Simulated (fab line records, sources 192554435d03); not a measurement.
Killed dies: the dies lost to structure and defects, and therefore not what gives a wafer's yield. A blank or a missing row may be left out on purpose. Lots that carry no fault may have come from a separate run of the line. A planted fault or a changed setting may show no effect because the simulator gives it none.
Matching of chambers :: flow n5 finfet :: N5_BEOL_M12_DESCUM_15 on rie diel-01 has 4 sister chambers
The step chemistry O2, time 7.9 s. 18 wafers are shown with their chamber, then 9 later ones without.

== EACH WAFER AND ITS CHAMBER ==
wafer: L078.3
chamber: 1
drypump motor current A (A): 6.8
throttle valve pct (%): 20.47
oes product au (a.u.): 0.89

wafer: L078.5
chamber: 2
drypump motor current A (A): 5.2
throttle valve pct (%): 19.96
oes product au (a.u.): 0.91

wafer: L078.6
chamber: 3
drypump motor current A (A): 6.1
throttle valve pct (%): 20.57
oes product au (a.u.): 0.86

wafer: L085.2
chamber: 1
drypump motor current A (A): 6.7
throttle valve pct (%): 20.51
oes product au (a.u.): 0.86

wafer: L085.3
chamber: 3
drypump motor current A (A): 6.1
throttle valve pct (%): 20.60
oes product au (a.u.): 0.85

wafer: L085.5
chamber: 2
drypump motor current A (A): 5.1
throttle valve pct (%): 19.98
oes product au (a.u.): 0.89

wafer: L087.1
chamber: 0
drypump motor current A (A): 6.0
throttle valve pct (%): 20.33
oes product au (a.u.): 0.74

wafer: L087.2
chamber: 1
drypump motor current A (A): 6.7
throttle valve pct (%): 20.52
oes product au (a.u.): 0.85

wafer: L087.3
chamber: 2
drypump motor current A (A): 5.1
throttle valve pct (%): 19.99
oes product au (a.u.): 0.88

wafer: L087.4
chamber: 3
drypump motor current A (A): 6.1
throttle valve pct (%): 20.61
oes product au (a.u.): 0.85

wafer: L087.5
chamber: 0
drypump motor current A (A): 6.0
throttle valve pct (%): 20.34
oes product au (a.u.): 0.74

wafer: L087.6
chamber: 1
drypump motor current A (A): 6.7
throttle valve pct (%): 20.52
oes product au (a.u.): 0.85

wafer: L091.1
chamber: 1
drypump motor current A (A): 6.7
throttle valve pct (%): 20.52
oes product au (a.u.): 0.85

wafer: L091.2
chamber: 2
drypump motor current A (A): 5.2
throttle valve pct (%): 19.99
oes product au (a.u.): 0.87

wafer: L091.5
chamber: 1
drypump motor current A (A): 6.7
throttle valve pct (%): 20.53
oes product au (a.u.): 0.85

wafer: L095.2
chamber: 0
drypump motor current A (A): 6.0
throttle valve pct (%): 20.37
oes product au (a.u.): 0.71

wafer: L095.3
chamber: 2
drypump motor current A (A): 5.1
throttle valve pct (%): 20.01
oes product au (a.u.): 0.87

wafer: L095.4
chamber: 1
drypump motor current A (A): 6.7
throttle valve pct (%): 20.53
oes product au (a.u.): 0.84

SIGNATURES (means of the wafers above)
reading: drypump motor current A
chamber 0: 6.000
chamber 1: 6.714
chamber 2: 5.140
chamber 3: 6.100
scatter within a chamber: 0.0383

reading: throttle valve pct
chamber 0: 20.3467
chamber 1: 20.5143
chamber 2: 19.9860
chamber 3: 20.5933
scatter within a chamber: 0.02

reading: oes product au
chamber 0: 0.7300
chamber 1: 0.8557
chamber 2: 0.8840
chamber 3: 0.8533
scatter within a chamber: 0.0155
Rule: a wafer lies at a distance from a chamber equal to the root of the sum of squares, over the readings, of (its reading less the chamber's mean, divided by the reading's scatter). The wafer belongs to the nearest chamber; if the next one is less than 2 further off, it can't be placed. The scatter is the square root of a quotient: the sum, over the shown wafers, of each reading's squared deviation from its chamber's mean, divided by wafers minus chambers.

== WAFERS WITHOUT THEIR CHAMBER ==
wafer: L094.2
drypump motor current A (A): 6.0
throttle valve pct (%): 20.37
oes product au (a.u.): 0.72

wafer: L094.4
drypump motor current A (A): 6.7
throttle valve pct (%): 20.55
oes product au (a.u.): 0.83

wafer: L094.5
drypump motor current A (A): 6.1
throttle valve pct (%): 20.63
oes product au (a.u.): 0.83

wafer: L093.1
drypump motor current A (A): 6.0
throttle valve pct (%): 20.36
oes product au (a.u.): 0.72

wafer: L093.4
drypump motor current A (A): 5.1
throttle valve pct (%): 20.02
oes product au (a.u.): 0.85

wafer: L093.5
drypump motor current A (A): 6.7
throttle valve pct (%): 20.56
oes product au (a.u.): 0.83

wafer: L097.1
drypump motor current A (A): 6.0
throttle valve pct (%): 20.39
oes product au (a.u.): 0.72

wafer: L097.5
drypump motor current A (A): 6.1
throttle valve pct (%): 20.65
oes product au (a.u.): 0.80

wafer: L097.6
drypump motor current A (A): 5.1
throttle valve pct (%): 20.03
oes product au (a.u.): 0.83

== WHICH CHAMBER EACH WENT THROUGH ==
wafer: L094.2
from the rows above: 0
in truth: 0

wafer: L094.4
from the rows above: 1
in truth: 1

wafer: L094.5
from the rows above: 3
in truth: 3

wafer: L093.1
from the rows above: 0
in truth: 0

wafer: L093.4
from the rows above: 2
in truth: 2

wafer: L093.5
from the rows above: 1
in truth: 1

wafer: L097.1
from the rows above: 0
in truth: 0

wafer: L097.5
from the rows above: 3
in truth: 3

wafer: L097.6
from the rows above: 2
in truth: 2
Correct placement for 9 of the 9. Number that these rows cannot place: 0. Placed wrongly: 0.
